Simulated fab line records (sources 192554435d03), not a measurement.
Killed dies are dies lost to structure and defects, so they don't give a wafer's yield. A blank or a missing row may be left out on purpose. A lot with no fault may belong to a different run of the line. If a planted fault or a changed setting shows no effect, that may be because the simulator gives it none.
Matching of chambers ; flow n5_finfet ; rie_diel-03 running N5_HKMG_FIN_DESCUM_53: 4 sister chambers
The step chemistry O2, time 7.9 s. 4 wafers are shown with their chamber, then 11 later ones without.

WAFERS, EACH WITH ITS CHAMBER
wafer;chamber;drypump_motor_current_A (A)
L081.5;3;6.4
L085.3;2;5.3
L086.3;0;5.7
L087.1;1;5.2

WAFERS WITH NO CHAMBER GIVEN
wafer;drypump_motor_current_A (A)
L087.3;5.3
L087.6;5.7
L092.3;5.3
L092.4;5.7
L092.6;5.7
L093.1;5.3
L093.2;6.3
L093.4;5.7
L097.2;6.4
L097.4;5.2
L097.5;6.4

CHAMBER TAKEN BY EACH
wafer;from the rows above;in truth
L087.3;2;2
L087.6;0;0
L092.3;2;2
L092.4;0;0
L092.6;0;0
L093.1;2;2
L093.2;3;3
L093.4;0;0
L097.2;3;3
L097.4;1;1
L097.5;3;3
Placed correctly: 11 of 11. Not placeable from these rows: 0. Placed wrongly: 0.
How it was worked out, from the rows above alone: a wafer's distance from a chamber is the root of the sum, over the readings, of the square of ((its reading less the chamber's mean) divided by the reading's scatter). If the next closest chamber is less than 2 further off than the closest, the wafer can't be placed; otherwise it belongs to the closest. A chamber's mean is the mean of its shown wafers. The scatter: with one shown wafer a chamber, the root of the mean of the squares of how far each hidden wafer lies from its nearest shown one.
